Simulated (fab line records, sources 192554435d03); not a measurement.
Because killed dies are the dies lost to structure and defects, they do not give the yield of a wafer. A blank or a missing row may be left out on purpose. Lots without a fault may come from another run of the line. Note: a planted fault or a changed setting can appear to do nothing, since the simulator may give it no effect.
Chamber matching || flow n5Finfet || 4 sister chambers for N5_BEOL_M2_VIA_ETCH_34 on rieDiel-03
The step etches the open film in C4F6/O2, target depth 69.4 nm, time 65.9 s. 4 wafers are shown with their chamber, then 11 later ones without.

## WAFERS PAIRED WITH THEIR CHAMBERS
{"wafer": "L089.1", "chamber": 0, "showerheadPlenumPTorr (Torr)": 2.98}
{"wafer": "L089.2", "chamber": 1, "showerheadPlenumPTorr (Torr)": 2.91}
{"wafer": "L089.4", "chamber": 2, "showerheadPlenumPTorr (Torr)": 2.78}
{"wafer": "L091.1", "chamber": 3, "showerheadPlenumPTorr (Torr)": 2.81}

## WAFERS MISSING THEIR CHAMBER
{"wafer": "L091.2", "showerheadPlenumPTorr (Torr)": 2.97}
{"wafer": "L091.3", "showerheadPlenumPTorr (Torr)": 2.78}
{"wafer": "L092.2", "showerheadPlenumPTorr (Torr)": 2.90}
{"wafer": "L092.4", "showerheadPlenumPTorr (Torr)": 2.78}
{"wafer": "L092.6", "showerheadPlenumPTorr (Torr)": 2.81}
{"wafer": "L096.1", "showerheadPlenumPTorr (Torr)": 2.97}
{"wafer": "L096.2", "showerheadPlenumPTorr (Torr)": 2.90}
{"wafer": "L096.5", "showerheadPlenumPTorr (Torr)": 2.77}
{"wafer": "L097.2", "showerheadPlenumPTorr (Torr)": 2.77}
{"wafer": "L097.3", "showerheadPlenumPTorr (Torr)": 2.97}
{"wafer": "L097.4", "showerheadPlenumPTorr (Torr)": 2.80}

## CHAMBER TAKEN BY EACH
{"wafer": "L091.2", "from the rows above": 0, "in truth": 0}
{"wafer": "L091.3", "from the rows above": 2, "in truth": 2}
{"wafer": "L092.2", "from the rows above": 1, "in truth": 1}
{"wafer": "L092.4", "from the rows above": 2, "in truth": 2}
{"wafer": "L092.6", "from the rows above": 3, "in truth": 3}
{"wafer": "L096.1", "from the rows above": 0, "in truth": 0}
{"wafer": "L096.2", "from the rows above": 1, "in truth": 1}
{"wafer": "L096.5", "from the rows above": 2, "in truth": 2}
{"wafer": "L097.2", "from the rows above": 2, "in truth": 2}
{"wafer": "L097.3", "from the rows above": 0, "in truth": 0}
{"wafer": "L097.4", "from the rows above": "can't be placed: 3 or 2", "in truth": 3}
Placed correctly: 10 of 11. Not placeable from these rows: 1 (in 1, the candidates include the true chamber). Wrongly placed: 0.
How it was worked out, from the rows above alone: a wafer's distance from a chamber is the root of the sum, over the readings, of the square of ((its reading less the chamber's mean) divided by the reading's scatter). The wafer belongs to the nearest chamber; if the next one is less than 2 further off, it can't be placed. For every chamber, the mean is computed from those of its wafers that are shown. The scatter: root of mean squared gap, hidden wafer to nearest shown wafer, with one shown wafer a chamber.
